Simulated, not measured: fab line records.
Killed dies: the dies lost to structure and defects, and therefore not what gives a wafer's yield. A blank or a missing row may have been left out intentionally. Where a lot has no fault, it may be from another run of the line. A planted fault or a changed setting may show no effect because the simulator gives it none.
Chamber matching :: flow n5 finfet :: 4 sister chambers for N5_DUMMY_GATE_STRIP_40 on rie diel-03
The step strips in CF4. 16 wafers are shown with their chamber, then 8 later ones without.

== WAFERS PAIRED WITH THEIR CHAMBERS ==
wafer: L075.1
chamber: 2
showerhead plenum p Torr (Torr): 1.89
drypump motor current A (A): 5.4
throttle valve pct (%): 13.72

wafer: L075.4
chamber: 0
showerhead plenum p Torr (Torr): 1.71
drypump motor current A (A): 5.2
throttle valve pct (%): 13.85

wafer: L075.5
chamber: 2
showerhead plenum p Torr (Torr): 1.89
drypump motor current A (A): 5.4
throttle valve pct (%): 13.68

wafer: L077.2
chamber: 3
showerhead plenum p Torr (Torr): 1.76
drypump motor current A (A): 4.8
throttle valve pct (%): 13.57

wafer: L077.5
chamber: 0
showerhead plenum p Torr (Torr): 1.71
drypump motor current A (A): 5.2
throttle valve pct (%): 13.85

wafer: L077.6
chamber: 1
showerhead plenum p Torr (Torr): 1.83
drypump motor current A (A): 5.9
throttle valve pct (%): 13.31

wafer: L083.2
chamber: 0
showerhead plenum p Torr (Torr): 1.71
drypump motor current A (A): 5.2
throttle valve pct (%): 13.88

wafer: L083.5
chamber: 2
showerhead plenum p Torr (Torr): 1.89
drypump motor current A (A): 5.4
throttle valve pct (%): 13.72

wafer: L083.6
chamber: 3
showerhead plenum p Torr (Torr): 1.75
drypump motor current A (A): 4.7
throttle valve pct (%): 13.60

wafer: L086.1
chamber: 3
showerhead plenum p Torr (Torr): 1.75
drypump motor current A (A): 4.7
throttle valve pct (%): 13.60

wafer: L086.2
chamber: 2
showerhead plenum p Torr (Torr): 1.89
drypump motor current A (A): 5.4
throttle valve pct (%): 13.72

wafer: L086.3
chamber: 0
showerhead plenum p Torr (Torr): 1.71
drypump motor current A (A): 5.2
throttle valve pct (%): 13.89

wafer: L091.2
chamber: 1
showerhead plenum p Torr (Torr): 1.83
drypump motor current A (A): 5.9
throttle valve pct (%): 13.38

wafer: L091.4
chamber: 1
showerhead plenum p Torr (Torr): 1.83
drypump motor current A (A): 5.9
throttle valve pct (%): 13.38

wafer: L091.5
chamber: 3
showerhead plenum p Torr (Torr): 1.75
drypump motor current A (A): 4.7
throttle valve pct (%): 13.64

wafer: L092.2
chamber: 0
showerhead plenum p Torr (Torr): 1.71
drypump motor current A (A): 5.2
throttle valve pct (%): 13.91

SIGNATURES (means of the wafers above)
reading: showerhead plenum p Torr
chamber 0: 1.7100
chamber 1: 1.8300
chamber 2: 1.8900
chamber 3: 1.7525
scatter within a chamber: 0.0025

reading: drypump motor current A
chamber 0: 5.200
chamber 1: 5.900
chamber 2: 5.400
chamber 3: 4.725
scatter within a chamber: 0.025

reading: throttle valve pct
chamber 0: 13.8760
chamber 1: 13.3567
chamber 2: 13.7100
chamber 3: 13.6025
scatter within a chamber: 0.0284
Rule: distance of a wafer from a chamber = root of the sum over the readings of ((wafer's reading minus chamber's mean) / reading's scatter) squared. If the next closest chamber is less than 2 further off than the closest, the wafer can't be placed; otherwise it belongs to the closest. The scatter: take each reading less its chamber's mean, square it, sum over the shown wafers, divide by the number of wafers less the number of chambers, and take the root.

== WAFERS MISSING THEIR CHAMBER ==
wafer: L092.3
showerhead plenum p Torr (Torr): 1.83
drypump motor current A (A): 5.9
throttle valve pct (%): 13.38

wafer: L092.5
showerhead plenum p Torr (Torr): 1.83
drypump motor current A (A): 5.9
throttle valve pct (%): 13.40

wafer: L094.2
showerhead plenum p Torr (Torr): 1.70
drypump motor current A (A): 5.2
throttle valve pct (%): 13.92

wafer: L094.3
showerhead plenum p Torr (Torr): 1.88
drypump motor current A (A): 5.4
throttle valve pct (%): 13.74

wafer: L094.5
showerhead plenum p Torr (Torr): 1.83
drypump motor current A (A): 6.0
throttle valve pct (%): 13.39

wafer: L095.3
showerhead plenum p Torr (Torr): 1.75
drypump motor current A (A): 4.7
throttle valve pct (%): 13.63

wafer: L095.4
showerhead plenum p Torr (Torr): 1.88
drypump motor current A (A): 5.4
throttle valve pct (%): 13.76

wafer: L095.5
showerhead plenum p Torr (Torr): 1.83
drypump motor current A (A): 5.9
throttle valve pct (%): 13.43

== EACH ONE'S CHAMBER ==
wafer: L092.3
from the rows above: 1
in truth: 1

wafer: L092.5
from the rows above: 1
in truth: 1

wafer: L094.2
from the rows above: 0
in truth: 0

wafer: L094.3
from the rows above: 2
in truth: 2

wafer: L094.5
from the rows above: 1
in truth: 1

wafer: L095.3
from the rows above: 3
in truth: 3

wafer: L095.4
from the rows above: 2
in truth: 2

wafer: L095.5
from the rows above: 1
in truth: 1
Correctly placed: 8 of 8. Number that these rows cannot place: 0. 0 placed wrongly.
